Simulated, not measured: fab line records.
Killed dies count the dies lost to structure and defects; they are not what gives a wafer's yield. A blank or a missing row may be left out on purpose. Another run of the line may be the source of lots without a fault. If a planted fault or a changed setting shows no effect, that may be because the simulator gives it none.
fab line records | flow nandHarc
record lots=15 | wafers=45 | lastDay=33
route steps=1302 shown A_STAIRCASE@639
lots untouched by any fault: they come from a run of this same line in which no faults occurred
startH: hours from the record's opening day to when the first of the lot's shown wafers began | waitH: hours since the lot's step before | " identical to the entry in the row above | L1.1+2: one row covering several wafers at once | - either no value or no given start | * or withheld: withheld | < > ~ a bound
route shown NAME@n: names a module that has steps shown in the file, with the first one's number in the route | usual: mean/standard deviation taken from wafers without a fault | same: alike in all rows | chamber/n: place in a boat | sites: readings site by site | _std_site: how widely they spread, as a standard deviation | _edge_site: outer sites' mean less inner sites' | radiusMm: how far each site lies from the wafer's centre | mask NAME#n: copy n | behind: the last tool/chamber to shape the wafer | hold: reason for holding the lot/hours on hold/outcome of the hold | device: transistor that didn't switch, given as n, p or np | end of line: the route-end tests of the same wafers | step lacking rows: just its recipe | killed: count of dies lost to structure and defects at first sort (not the wafer's yield) | map: per-die view of a wafer (x killed, . not killed, _ where there is no die)
set.NAME: the run value of the setting; set.NAME@STEP: its run value at that earlier step | model.NAME: the simulator's own value behind a step, which no gauge read
steps of the route over a sample of lots; a table a step, a row a wafer
services: a tool's chamber out of use, with start hour (startH, from the record's first day; less than 0 if before it), hours out, and reason
## steps
# step NHARC_A_STAIRCASE_DEP_156
# recipe targetThkA=500 | tempC=400 | targetThkNm=50 | flowSccm=200 | rfW=450 | material=SiNx
# usual heaterPowerW=707/76
lot.wafer | tool     | chamber | startH | waitH | heaterPowerW
L994.4    | pecvd-01 | 2       | 351.29 | 0.2   | 862
L994.5    | "        | 0       | "      | "     | 680
L994.6    | "        | 2       | "      | "     | 861
L995.2    | pecvd-03 | 0       | 356.14 | 0.1   | 732
L995.3    | "        | 1       | "      | "     | 677
L995.6    | "        | 0       | "      | "     | 731
L997.2    | pecvd-02 | 2       | 381.12 | 0.1   | 646
L997.5    | "        | 1       | "      | "     | 667
L997.4    | "        | 2       | "      | "     | 645
L999.1    | pecvd-01 | 1       | 392.53 | 0.1   | 780
L999.2    | "        | 2       | "      | "     | 862
L999.3    | "        | 0       | "      | "     | 735
L998.1    | pecvd-03 | 1       | 392.54 | 0.1   | 728
L998.4    | "        | 1       | "      | "     | 734
L998.5    | "        | 0       | "      | "     | 752
L100.2    | pecvd-03 | 0       | 404.24 | 0.1   | 735
L100.5    | "        | 2       | "      | "     | 647
L100.6    | "        | 0       | "      | "     | 737
L102.1    | pecvd-02 | 0       | 422.59 | 0.1   | 658
L102.4    | "        | 2       | "      | "     | 636
L102.6    | "        | 0       | "      | "     | 637
L104.2    | pecvd-01 | 2       | 459.95 | 0.1   | 824
L104.3    | "        | 1       | "      | "     | 797
L104.6    | "        | 1       | "      | "     | 812
L105.3    | pecvd-02 | 0       | 459.98 | 0.1   | 639
L105.1    | "        | 2       | "      | "     | 714
L105.4    | "        | 0       | "      | "     | 646
L107.5    | pecvd-02 | 2       | 479.59 | 0.1   | 697
L107.4    | "        | 0       | "      | "     | 631
L107.6    | "        | 1       | "      | "     | 672
L108.2    | pecvd-03 | 0       | 513.37 | 0.1   | 777
L108.5    | "        | 1       | "      | "     | 687
L108.4    | "        | 0       | "      | "     | 762
L110.2    | pecvd-01 | 0       | 513.51 | 0.1   | 812
L110.1    | "        | 1       | "      | "     | 810
L110.6    | "        | 0       | "      | "     | 803
L114.2    | pecvd-02 | 2       | 533.40 | 0.1   | 767
L114.1    | "        | 1       | "      | "     | 740
L114.6    | "        | 1       | "      | "     | 747
L115.2    | pecvd-02 | 2       | 556.63 | 0.1   | 749
L115.6    | "        | 1       | "      | "     | 726
L115.5    | "        | 0       | "      | "     | 645
L117.3    | pecvd-02 | 0       | 568.51 | 0.1   | 581
L117.6    | "        | 1       | "      | "     | 750
L117.4    | "        | 2       | "      | "     | 771
# step NHARC_A_STAIRCASE_DEVELOP_08
# recipe timeS=140
# usual chillPlateTempC=23.01/0.096 | exhaustPa=45.0/0.91 | timeS=140/0
lot.wafer | tool          | chamber | startH | waitH | chillPlateTempC | exhaustPa | timeS
L994.4    | lithoTrack-07 | 0       | 353    | -     | 22.89           | 47.3      | 140
L994.5    | "             | 0       | "      | "     | 23.08           | 46.1      | 140
L994.6    | "             | 0       | "      | "     | 22.85           | 44.9      | 140
L995.2    | lithoTrack-05 | 0       | 358    | -     | 23.06           | 44.3      | 140
L995.3    | "             | 0       | "      | "     | 23.15           | 44.9      | 140
L995.6    | "             | 0       | "      | "     | 23.04           | 45.4      | 140
L997.2    | lithoTrack-05 | 0       | 383    | -     | 22.89           | 44.8      | 140
L997.4    | "             | 0       | "      | "     | 22.89           | 44.9      | 140
L997.5    | "             | 0       | "      | "     | 22.90           | 44.9      | 140
L999.1    | lithoTrack-07 | 0       | 395    | -     | 23.23           | 44.4      | 140
L999.2    | "             | 0       | "      | "     | 23.06           | 44.0      | 140
L999.3    | "             | 0       | "      | "     | 22.98           | 44.0      | 140
L998.1    | lithoTrack-05 | 0       | 395    | -     | 22.99           | 44.4      | 140
L998.4    | "             | 0       | "      | "     | 22.95           | 46.8      | 140
L998.5    | "             | 0       | "      | "     | 23.05           | 45.5      | 140
L100.2    | lithoTrack-05 | 0       | 407    | -     | 23.03           | 44.4      | 140
L100.5    | "             | 0       | "      | "     | 22.92           | 45.1      | 140
L100.6    | "             | 0       | "      | "     | 23.20           | 43.8      | 140
L102.1    | lithoTrack-02 | 0       | 425    | -     | 23.05           | 45.3      | 140
L102.4    | "             | 0       | "      | "     | 23.09           | 45.7      | 140
L102.6    | "             | 0       | "      | "     | 23.06           | 46.3      | 140
L104.2    | lithoTrack-05 | 0       | 462    | -     | 22.81           | 45.4      | 140
L104.3    | "             | 0       | "      | "     | 22.99           | 44.3      | 140
L104.6    | "             | 0       | "      | "     | 22.88           | 44.3      | 140
L105.1    | lithoTrack-07 | 0       | 462    | -     | 22.93           | 44.7      | 140
L105.3    | "             | 0       | "      | "     | 22.95           | 44.3      | 140
L105.4    | "             | 0       | "      | "     | 22.95           | 45.6      | 140
L107.4    | lithoTrack-05 | -       | 481    | -     | -               | -         | -
L107.5    | "             | -       | "      | "     | -               | -         | -
L107.6    | "             | -       | "      | "     | -               | -         | -
L108.2    | lithoTrack-02 | -       | 515    | -     | -               | -         | -
L108.4    | "             | -       | "      | "     | -               | -         | -
L108.5    | "             | -       | "      | "     | -               | -         | -
L110.1    | lithoTrack-02 | -       | 515    | -     | -               | -         | -
L110.2    | "             | -       | "      | "     | -               | -         | -
L110.6    | "             | -       | "      | "     | -               | -         | -
L114.1    | lithoTrack-02 | 0       | 535    | -     | 22.98           | 45.3      | 140
L114.2    | "             | 0       | "      | "     | 23.09           | 46.7      | 140
L114.6    | "             | 0       | "      | "     | 23.00           | 44.7      | 140
L115.2    | lithoTrack-05 | 0       | 559    | -     | 22.99           | 44.8      | 140
L115.5    | "             | 0       | "      | "     | 22.82           | 46.4      | 140
L115.6    | "             | 0       | "      | "     | 22.98           | 44.5      | 140
L117.3    | lithoTrack-02 | 0       | 570    | -     | 23.11           | 46.3      | 140
L117.4    | "             | 0       | "      | "     | 23.17           | 44.3      | 140
L117.6    | "             | 0       | "      | "     | 23.08           | 44.3      | 140
# step NHARC_A_STAIRCASE_TRIM_18
# recipe timeS=211.2 | o2FlowSccm=500 | arFlowSccm=0 | biasW=0 | chemistry=O2
# usual drypumpMotorCurrentA=5.4/0.5 | oesProductAu=0.998/0.011 | rfVppV=57.8/0.74 | showerheadPlenumPTorr=3.59/0.11 | throttleValvePct=17.036/0.01
# same timeS=211.2
lot.wafer | tool       | chamber | startH | waitH | drypumpMotorCurrentA | oesProductAu | rfHoursCounterH | rfVppV | showerheadPlenumPTorr | throttleValvePct
L994.4    | rieDiel-08 | 1       | -      | -     | 5.7                  | 0.996        | 46              | 57.5   | 3.27                  | 17.026
L994.5    | "          | 0       | "      | "     | 5.3                  | 0.992        | -               | 57.6   | 3.52                  | 17.031
L994.6    | "          | 1       | "      | "     | 5.7                  | 0.994        | -               | 56.5   | 3.27                  | 17.033
L995.3    | rieDiel-05 | 2       | -      | -     | 5.9                  | 1.015        | 34              | 57.8   | 3.56                  | 17.036
L995.2    | "          | 3       | "      | "     | 5.8                  | 1.010        | 38              | 56.6   | 3.60                  | 17.020
L995.6    | "          | 3       | "      | "     | 5.7                  | 1.000        | -               | 57.1   | 3.60                  | 17.024
L997.2    | rieDiel-05 | 0       | -      | -     | 4.7                  | 0.996        | 44              | 58.4   | 3.76                  | 17.047
L997.4    | "          | 1       | "      | "     | 4.8                  | 1.016        | 53              | 58.6   | 3.50                  | 17.025
L997.5    | "          | 3       | "      | "     | 5.8                  | 1.011        | -               | 58.6   | 3.60                  | 17.039
L998.1    | rieDiel-08 | 0       | -      | -     | 5.3                  | 1.001        | 9               | 57.5   | 3.51                  | 17.030
L998.4    | "          | 1       | "      | "     | 5.7                  | 1.009        | 7               | 57.6   | 3.80                  | 17.035
L998.5    | "          | 0       | "      | "     | 5.3                  | 1.010        | -               | 58.1   | 3.51                  | 17.048
L999.1    | rieDiel-05 | 1       | -      | -     | 4.8                  | 1.007        | 61              | 56.2   | 3.50                  | 17.019
L999.3    | "          | 2       | "      | "     | 5.9                  | 1.008        | 48              | 56.4   | 3.55                  | 17.041
L999.2    | "          | 0       | "      | "     | 4.7                  | 0.998        | 54              | 56.8   | 3.75                  | 17.031
L100.2    | rieDiel-05 | 3       | -      | -     | 5.8                  | 1.006        | 57              | 58.2   | 3.59                  | 17.025
L100.5    | "          | 3       | "      | "     | 5.8                  | 1.004        | -               | 57.4   | 3.59                  | 17.035
L100.6    | "          | 0       | "      | "     | 4.7                  | 1.007        | -               | 57.2   | 3.75                  | 17.032
L102.1    | rieDiel-02 | 2       | -      | -     | 5.7                  | 0.991        | 8               | 58.0   | 3.55                  | 17.057
L102.4    | "          | 0       | "      | "     | 4.9                  | 0.985        | 5               | 58.2   | 3.66                  | 17.039
L102.6    | "          | 1       | "      | "     | 6.1                  | 0.976        | -               | 58.2   | 3.73                  | 17.049
L105.3    | rieDiel-05 | 3       | -      | -     | 5.8                  | 0.993        | 14              | 57.7   | 3.58                  | 17.029
L105.4    | "          | 0       | "      | "     | 4.6                  | 0.994        | 8               | 58.2   | 3.74                  | 17.036
L105.1    | "          | 2       | "      | "     | 5.9                  | 0.996        | 13              | 57.1   | 3.55                  | 17.041
L104.2    | rieDiel-08 | 0       | -      | -     | 5.3                  | 1.003        | 27              | 57.0   | 3.50                  | 17.035
L104.3    | "          | 1       | "      | "     | 5.7                  | 0.985        | 24              | 58.1   | 3.79                  | 17.030
L104.6    | "          | 3       | "      | "     | 5.9                  | 0.997        | -               | 57.2   | 3.52                  | 17.059
L107.4    | rieDiel-02 | 0       | -      | -     | 4.9                  | 0.984        | -               | 58.0   | 3.65                  | 17.041
L107.5    | "          | 1       | "      | "     | 6.1                  | 0.970        | -               | 58.2   | 3.72                  | 17.043
L107.6    | "          | 2       | "      | "     | 5.7                  | 0.994        | -               | 59.0   | 3.54                  | 17.045
L108.2    | rieDiel-08 | 0       | -      | -     | 5.2                  | 1.004        | 41              | 58.3   | 3.49                  | 17.025
L108.4    | "          | 3       | "      | "     | 6.0                  | 1.014        | 45              | 58.6   | 3.52                  | 17.025
L108.5    | "          | 0       | "      | "     | 5.2                  | 1.009        | -               | 58.2   | 3.50                  | 17.034
L110.1    | rieDiel-05 | 2       | -      | -     | 5.9                  | 1.001        | 28              | 56.6   | 3.54                  | 17.046
L110.2    | "          | 3       | "      | "     | 5.8                  | 0.985        | 23              | 57.1   | 3.58                  | 17.034
L110.6    | "          | 1       | "      | "     | 4.8                  | 0.978        | -               | 58.4   | 3.48                  | 17.027
L114.1    | rieDiel-08 | 0       | -      | -     | 5.3                  | 1.003        | 48              | 58.2   | 3.49                  | 17.043
L114.2    | "          | 1       | "      | "     | 5.7                  | 1.007        | 42              | 57.9   | 3.78                  | 17.017
L114.6    | "          | 1       | "      | "     | 5.7                  | 0.995        | -               | 58.4   | 3.78                  | 17.056
L115.2    | rieDiel-05 | 2       | -      | -     | 5.9                  | 0.992        | 48              | 57.9   | 3.53                  | 17.043
L115.6    | "          | 3       | "      | "     | 5.7                  | 0.973        | -               | 58.0   | 3.57                  | 17.033
L115.5    | "          | 0       | "      | "     | 4.7                  | 0.981        | -               | 57.7   | 3.73                  | 17.021
L117.3    | rieDiel-05 | 3       | -      | -     | 5.8                  | 0.996        | 43              | 57.4   | 3.56                  | 17.041
L117.4    | "          | 0       | "      | "     | 4.7                  | 0.984        | 40              | 57.7   | 3.72                  | 17.036
L117.6    | "          | 2       | "      | "     | 6.0                  | 0.994        | -               | 58.6   | 3.52                  | 17.030
# step NHARC_A_STAIRCASE_ETCH_19
# recipe targetDepthA=1000 | timeS=40.5 | ionEnergyEv=400 | c4f8FlowSccm=20 | o2FlowSccm=10 | arFlowSccm=withheld | rfW=600 | biasW=1000 | chemistry=C4F8/O2
# usual oesProductAu=0.941/0.013 | rfVppV=898/4.1
# same timeS=40.5
lot.wafer | tool       | chamber | startH | waitH | oesProductAu | rfHoursCounterH | rfVppV
L994.4    | rieDiel-08 | 1       | -      | -     | 0.927        | 46              | 886
L994.6    | "          | 1       | "      | "     | 0.923        | -               | 886
L994.5    | "          | 2       | "      | "     | 0.938        | -               | 899
L995.2    | rieDiel-05 | 0       | -      | -     | 0.949        | 41              | 904
L995.3    | "          | 3       | "      | "     | 0.940        | 38              | 899
L995.6    | "          | 1       | "      | "     | 0.948        | -               | 895
L997.4    | rieDiel-05 | 3       | -      | -     | 0.952        | 44              | 898
L997.2    | "          | 0       | "      | "     | 0.962        | 44              | 904
L997.5    | "          | 1       | "      | "     | 0.951        | -               | 895
L998.1    | rieDiel-08 | 0       | -      | -     | 0.942        | 9               | 895
L998.4    | "          | 1       | "      | "     | 0.949        | 7               | 906
L998.5    | "          | 3       | "      | "     | 0.943        | -               | 897
L999.3    | rieDiel-05 | 3       | -      | -     | 0.939        | 53              | 898
L999.1    | "          | 0       | "      | "     | 0.932        | 54              | 904
L999.2    | "          | 2       | "      | "     | 0.950        | 49              | 897
L100.2    | rieDiel-05 | 3       | -      | -     | 0.939        | 57              | 897
L100.5    | "          | 0       | "      | "     | 0.941        | -               | 904
L100.6    | "          | 1       | "      | "     | 0.967        | -               | 896
L102.1    | rieDiel-02 | 3       | -      | -     | 0.944        | 9               | 893
L102.4    | "          | 0       | "      | "     | 0.940        | 5               | 900
L102.6    | "          | 2       | "      | "     | 0.939        | -               | 898
L105.3    | rieDiel-05 | 3       | -      | -     | 0.941        | 14              | 897
L105.4    | "          | 1       | "      | "     | 0.947        | 12              | 895
L105.1    | "          | 2       | "      | "     | 0.971        | 13              | 896
L104.3    | rieDiel-08 | 3       | -      | -     | 0.946        | 28              | 895
L104.2    | "          | 0       | "      | "     | 0.952        | 27              | 895
L104.6    | "          | 0       | "      | "     | 0.954        | -               | 895
L107.4    | rieDiel-02 | 2       | -      | -     | 0.939        | -               | 897
L107.5    | "          | 0       | "      | "     | 0.915        | -               | 901
L107.6    | "          | 1       | "      | "     | 0.913        | -               | 903
L108.2    | rieDiel-08 | 3       | -      | -     | 0.948        | 45              | 895
L108.4    | "          | 2       | "      | "     | 0.967        | 40              | 896
L108.5    | "          | 0       | "      | "     | 0.941        | -               | 893
L110.2    | rieDiel-05 | 0       | -      | -     | 0.931        | 19              | 904
L110.1    | "          | 3       | "      | "     | 0.942        | 23              | 898
L110.6    | "          | 1       | "      | "     | 0.919        | -               | 894
L114.1    | rieDiel-08 | 3       | -      | -     | 0.943        | 52              | 896
L114.2    | "          | 0       | "      | "     | 0.941        | 48              | 894
L114.6    | "          | 3       | "      | "     | 0.926        | -               | 895
L115.2    | rieDiel-05 | 0       | -      | -     | 0.929        | 38              | 902
L115.5    | "          | 0       | "      | "     | 0.934        | -               | 904
L115.6    | "          | 1       | "      | "     | 0.945        | -               | 893
L117.3    | rieDiel-05 | 2       | -      | -     | 0.922        | 51              | 896
L117.4    | "          | 0       | "      | "     | 0.946        | 40              | 902
L117.6    | "          | 2       | "      | "     | 0.931        | -               | 895
## services
tool          | chamber | startH | hours | kind
pecvd-01      | 1       | 348.97 | 6.4   | repair
pecvd-03      | -       | 366.29 | 13.0  | pm
rieDiel-05    | 0       | 369.60 | 8.5   | repair
rieDiel-08    | -       | 370.35 | 9.0   | pm
pecvd-01      | -       | 385.71 | 1.2   | repair
pecvd-02      | -       | 391.09 | 0.7   | repair
rieDiel-02    | -       | 395.37 | 9.0   | pm
lithoTrack-02 | -       | 402.00 | 7.0   | pm
rieDiel-02    | 0       | 406.06 | 9.1   | repair
pecvd-02      | -       | 408.33 | 13.0  | pm
rieDiel-05    | -       | 409.06 | 9.0   | pm
rieDiel-08    | 3       | 427.00 | 1.3   | repair
rieDiel-05    | -       | 431.97 | 0.5   | repair
rieDiel-05    | 0       | 435.57 | 3.9   | repair
lithoTrack-05 | -       | 474.00 | 7.0   | pm
rieDiel-02    | 3       | 474.51 | 10.8  | repair
pecvd-02      | -       | 479.93 | 1.5   | repair
pecvd-01      | -       | 492.25 | 13.0  | pm
rieDiel-02    | 3       | 494.57 | 6.8   | repair
rieDiel-05    | 3       | 497.36 | 12.1  | repair
rieDiel-05    | 0       | 502.32 | 10.3  | repair
pecvd-02      | 2       | 510.30 | 6.1   | repair
rieDiel-08    | -       | 547.36 | 9.0   | pm
rieDiel-08    | 0       | 570.22 | 6.2   | repair
## key
firstSign step=NHARC_A_STAIRCASE_DEVELOP_08 | reading=toolRecord | direction=missing
effect none on later readings
metAt NHARC_A_STAIRCASE_DEVELOP_08
struckLots L107,L108,L110
laterRowsLeftOut L107.4,L107.5,L107.6,L108.2,L108.4,L108.5,L110.1,L110.2,L110.6
sortLeftOut L107.4,L107.5,L107.6,L108.2,L108.4,L108.5,L110.1,L110.2,L110.6
testerLeftOut L107,L108,L110
notActingAt NHARC_A_STAIRCASE_DEP_156,NHARC_A_STAIRCASE_TRIM_18,NHARC_A_STAIRCASE_ETCH_19
onsetBetween 462 481
fault kind=skippedStepWhole | tool=lithoTrack-02,lithoTrack-05 | chamber=- | onsetH=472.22 | steps=NHARC_A_STAIRCASE_DEVELOP_08 | scope=struckLotsOnly
# testerLeftOut: of these lots the tester's yield and bins aren't shown, on N5 and GAA mostly nor the transistor test; their killed dies are dies lost to structure and defects alone, not to doping, threshold or leakage, so they don't give the yield
# sortLeftOut: the simulated sort isn't trusted on such a fault, so these wafers' sort isn't shown, and their yield isn't known
# laterRowsLeftOut: the simulator's readings of these wafers behind a module that went badly wrong aren't trusted and aren't shown, but for the sort
